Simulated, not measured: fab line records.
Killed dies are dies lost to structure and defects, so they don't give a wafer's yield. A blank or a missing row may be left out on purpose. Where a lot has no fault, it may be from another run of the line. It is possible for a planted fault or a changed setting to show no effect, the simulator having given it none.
Chamber matching || flow n5 finfet || 4 sister chambers for N5_BEOL_M13_DESCUM_15 on rie diel-05
The step chemistry O2, time 7.9 s. 14 wafers are shown with their chamber, then 7 later ones without.

## WAFERS PAIRED WITH THEIR CHAMBERS
{"wafer": "L077.2", "chamber": 1, "showerhead plenum p Torr (Torr)": 2.07, "rf vpp V (V)": 243.0, "oes product au (a.u.)": 0.73}
{"wafer": "L077.3", "chamber": 3, "showerhead plenum p Torr (Torr)": 2.14, "rf vpp V (V)": 244.1, "oes product au (a.u.)": 0.95}
{"wafer": "L077.4", "chamber": 2, "showerhead plenum p Torr (Torr)": 2.00, "rf vpp V (V)": 239.9, "oes product au (a.u.)": 0.73}
{"wafer": "L078.1", "chamber": 2, "showerhead plenum p Torr (Torr)": 1.99, "rf vpp V (V)": 241.7, "oes product au (a.u.)": 0.72}
{"wafer": "L078.3", "chamber": 0, "showerhead plenum p Torr (Torr)": 2.14, "rf vpp V (V)": 244.9, "oes product au (a.u.)": 0.67}
{"wafer": "L078.6", "chamber": 1, "showerhead plenum p Torr (Torr)": 2.07, "rf vpp V (V)": 243.3, "oes product au (a.u.)": 0.72}
{"wafer": "L081.1", "chamber": 1, "showerhead plenum p Torr (Torr)": 2.07, "rf vpp V (V)": 242.8, "oes product au (a.u.)": 0.73}
{"wafer": "L081.4", "chamber": 2, "showerhead plenum p Torr (Torr)": 1.99, "rf vpp V (V)": 241.5, "oes product au (a.u.)": 0.71}
{"wafer": "L081.6", "chamber": 0, "showerhead plenum p Torr (Torr)": 2.14, "rf vpp V (V)": 243.2, "oes product au (a.u.)": 0.67}
{"wafer": "L083.1", "chamber": 1, "showerhead plenum p Torr (Torr)": 2.07, "rf vpp V (V)": 243.2, "oes product au (a.u.)": 0.71}
{"wafer": "L083.2", "chamber": 0, "showerhead plenum p Torr (Torr)": 2.14, "rf vpp V (V)": 243.4, "oes product au (a.u.)": 1.00}
{"wafer": "L083.3", "chamber": 2, "showerhead plenum p Torr (Torr)": 1.99, "rf vpp V (V)": 240.8, "oes product au (a.u.)": 0.71}
{"wafer": "L085.3", "chamber": 1, "showerhead plenum p Torr (Torr)": 2.07, "rf vpp V (V)": 242.8, "oes product au (a.u.)": 0.71}
{"wafer": "L085.5", "chamber": 0, "showerhead plenum p Torr (Torr)": 2.14, "rf vpp V (V)": 243.2, "oes product au (a.u.)": 0.97}

SIGNATURES (averages over the wafers above)
{"reading": "showerhead plenum p Torr", "chamber 0": 2.1400, "chamber 1": 2.0700, "chamber 2": 1.9925, "chamber 3": 2.1400, "scatter within a chamber": 0.00274}
{"reading": "rf vpp V", "chamber 0": 243.675, "chamber 1": 243.020, "chamber 2": 240.975, "chamber 3": 244.100, "scatter within a chamber": 0.65}
{"reading": "oes product au", "chamber 0": 0.8275, "chamber 1": 0.7200, "chamber 2": 0.7175, "chamber 3": 0.9500, "scatter within a chamber": 0.1}
Rule: a wafer lies at a distance from a chamber equal to the root of the sum of squares, over the readings, of (its reading less the chamber's mean, divided by the reading's scatter). If the next closest chamber is less than 2 further off than the closest, the wafer can't be placed; otherwise it belongs to the closest. The scatter: the root of (the sum of the squares of (reading less its chamber's mean) over the shown wafers, divided by (wafers less chambers)).

## WAFERS WHOSE CHAMBER IS MISSING
{"wafer": "L085.6", "showerhead plenum p Torr (Torr)": 2.07, "rf vpp V (V)": 242.6, "oes product au (a.u.)": 0.71}
{"wafer": "L089.2", "showerhead plenum p Torr (Torr)": 2.13, "rf vpp V (V)": 243.4, "oes product au (a.u.)": 0.86}
{"wafer": "L089.3", "showerhead plenum p Torr (Torr)": 2.14, "rf vpp V (V)": 243.3, "oes product au (a.u.)": 0.95}
{"wafer": "L089.5", "showerhead plenum p Torr (Torr)": 2.13, "rf vpp V (V)": 245.1, "oes product au (a.u.)": 0.87}
{"wafer": "L090.1", "showerhead plenum p Torr (Torr)": 2.13, "rf vpp V (V)": 243.4, "oes product au (a.u.)": 0.87}
{"wafer": "L090.3", "showerhead plenum p Torr (Torr)": 1.98, "rf vpp V (V)": 241.1, "oes product au (a.u.)": 0.70}
{"wafer": "L090.6", "showerhead plenum p Torr (Torr)": 2.06, "rf vpp V (V)": 243.2, "oes product au (a.u.)": 0.71}

## THE CHAMBER EACH PASSED THROUGH
{"wafer": "L085.6", "from the rows above": 1, "in truth": 1}
{"wafer": "L089.2", "from the rows above": "can't be placed: 0 or 3", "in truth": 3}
{"wafer": "L089.3", "from the rows above": "can't be placed: 3 or 0", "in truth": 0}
{"wafer": "L089.5", "from the rows above": "can't be placed: 3 or 0", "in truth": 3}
{"wafer": "L090.1", "from the rows above": "can't be placed: 0 or 3", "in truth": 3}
{"wafer": "L090.3", "from the rows above": 2, "in truth": 2}
{"wafer": "L090.6", "from the rows above": 1, "in truth": 1}
3 of 7 placed correctly. Not placeable from these rows: 4 (in 4, the candidates include the true chamber). Wrongly placed: 0.
